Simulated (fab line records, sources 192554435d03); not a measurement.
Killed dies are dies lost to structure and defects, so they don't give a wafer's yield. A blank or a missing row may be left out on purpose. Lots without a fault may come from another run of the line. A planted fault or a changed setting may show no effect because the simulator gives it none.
Chamber matching | flow n5_finfet | N5_FIN_CUT_STRIP_24 on rie_diel-01: 4 sister chambers
The step strips in CF4. 4 wafers are shown with their chamber, then 8 later ones without.

WAFERS WITH THEIR CHAMBER
wafer  | chamber | showerhead_plenum_p_Torr (Torr)
L086.4 | 0       | 1.76
L088.5 | 2       | 1.74
L088.6 | 1       | 1.76
L092.4 | 3       | 1.88

WAFERS WITHOUT THEIR CHAMBER
wafer  | showerhead_plenum_p_Torr (Torr)
L092.5 | 1.88
L092.6 | 1.74
L094.1 | 1.88
L094.4 | 1.74
L094.5 | 1.88
L097.2 | 1.75
L097.3 | 1.74
L097.5 | 1.76

WHICH CHAMBER EACH WENT THROUGH
wafer  | from the rows above          | in truth
L092.5 | 3                            | 3
L092.6 | 2                            | 2
L094.1 | 3                            | 3
L094.4 | 2                            | 2
L094.5 | 3                            | 3
L097.2 | can't be placed: 0 or 1 or 2 | 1
L097.3 | 2                            | 2
L097.5 | can't be placed: 0 or 1      | 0
Placed correctly: 6 of 8. Can't be placed from these rows: 2 (the true chamber is among the candidates in 2). Placed wrongly: 0.
How it was worked out, from the rows above alone: a wafer's distance from a chamber is the root of the sum, over the readings, of the square of ((its reading less the chamber's mean) divided by the reading's scatter). The wafer belongs to the nearest chamber; if the next one is less than 2 further off, it can't be placed. A chamber's mean is the mean of its shown wafers. The scatter: with one shown wafer a chamber, the root of the mean of the squares of how far each hidden wafer lies from its nearest shown one.
